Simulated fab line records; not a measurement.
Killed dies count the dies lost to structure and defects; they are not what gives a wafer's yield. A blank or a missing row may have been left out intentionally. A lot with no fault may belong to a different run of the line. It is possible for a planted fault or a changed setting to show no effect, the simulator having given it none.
Split-lot experiment    flow n5Finfet    on a route of 1938 steps: 7 lots, 21 wafers read

## THE SPLIT
At N5_BEOL_M5_ETCH_68 (etches SOC in N2/H2, target depth 80 nm, overetch 16 nm, time 120 s), the setting biasW was moved away from the recipe's 150 W on 9 of the 21 wafers read, by -14.3% to +10.4%. The other wafers ran this setting at the recipe's value.

Reading taken at the split's own step.

## THE READING
rfVppV, in V, at N5_BEOL_M5_ETCH_68 (etches SOC in N2/H2, target depth 80 nm, overetch 16 nm, time 120 s). Fault-free wafers of this fab line usually give 524.8 V, standard deviation 2.6 V.

wafer   tool, chamber at the split  biasW as run, W  against the recipe  rfVppV, V  against lot-mates on the recipe
L075.3  rieDiel-06, 2               161              +7.3%               549.8      +23.3
L075.4  rieDiel-06, 0               161              +7.3%               549.4      +22.9
L075.5  rieDiel-06, 0               150              recipe              526.5      -
L077.1  rieDiel-02, 3               150              recipe              529.0      -
L077.3  rieDiel-02, 0               150              recipe              521.4      -
L077.6  rieDiel-02, 1               150              recipe              525.1      -
L084.2  rieDiel-06, 2               150              recipe              525.2      -
L084.5  rieDiel-06, 0               150              recipe              523.4      -
L084.6  rieDiel-06, 3               150              recipe              526.4      -
L086.1  rieDiel-05, 2               128.6            -14.3%              477.1      -49.6
L086.4  rieDiel-05, 0               150              recipe              526.7      -
L086.6  rieDiel-05, 2               128.6            -14.3%              477.0      -49.7
L087.3  rieDiel-05, 1               138              -8.0%               491.1      no lot-mate on the recipe
L087.4  rieDiel-05, 3               138              -8.0%               501.4      no lot-mate on the recipe
L087.6  rieDiel-05, 2               138              -8.0%               498.6      no lot-mate on the recipe
L091.1  rieDiel-02, 2               165.6            +10.4%              559.7      +37.1
L091.3  rieDiel-02, 1               150              recipe              525.0      -
L091.4  rieDiel-02, 0               150              recipe              520.2      -
L097.4  rieDiel-06, 0               128.6            -14.3%              477.1      -49.2
L097.5  rieDiel-06, 2               150              recipe              527.4      -
L097.6  rieDiel-06, 3               150              recipe              525.2      -

THE FIT
A straight line over all 21 wafers: rfVppV changes by +3.38 V for each +1% of biasW; r = +0.99; the points scatter about the line by 2.6 V.
The same after taking each lot's own level away (the mean of its wafers on the recipe; 18 wafers): +3.44 V for each +1%; r = +1.00; scatter 1.9 V.
The reading moves by 49 V for the largest change in biasW, on that fit.
The lots' own levels span 522.60 to 526.70 V, that is 1.6 times the standard deviation above.
So the lot-to-lot level changes the slope little: the two slopes agree.
Check: -49.1 V against its lot-mates is what the line predicts for one of the wafers moved furthest among these (-14.3%) when that wafer is left out of the fit. It came out at -49.6 V against them.
Tool readings at the split's step, against how far the setting was moved: rfVppV r = +0.99.

## OTHER SPLITS ON THESE WAFERS
These wafers also went through other splits before the reading. Each is held against what the fit with the lots' levels taken away leaves over:
other split on the same wafers  wafers away from the commonest value  r with rfVppV (lot level and that fit taken away)
N5_BEOL_M4_EXPOSE_08 doseMj     8                                     +0.10
N5_BEOL_M4_ETCH_70 timeS        4                                     +0.11

## THE WHOLE CHAIN: every reading that the file lists as answering this split, in the file's order
step                what it does                                                         reading                                                                          change (the file's fit)                 r (the file's)
N5_BEOL_M5_ETCH_68  etches SOC in N2/H2, target depth 80 nm, overetch 16 nm, time 120 s  rfVppV                                                                           +3.45 V for each +1% of the setting     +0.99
N5_BEOL_M5_ETCH_68  etches SOC in N2/H2, target depth 80 nm, overetch 16 nm, time 120 s  SiARC_of_BEOL_M5_COAT_66.thkNm (the simulator's own value, which no gauge read)  -0.0726 nm for each +1% of the setting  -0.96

## THE FILE'S OWN FIT
rfVppV changes by +3.45 V for each +1% of biasW, r = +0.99.
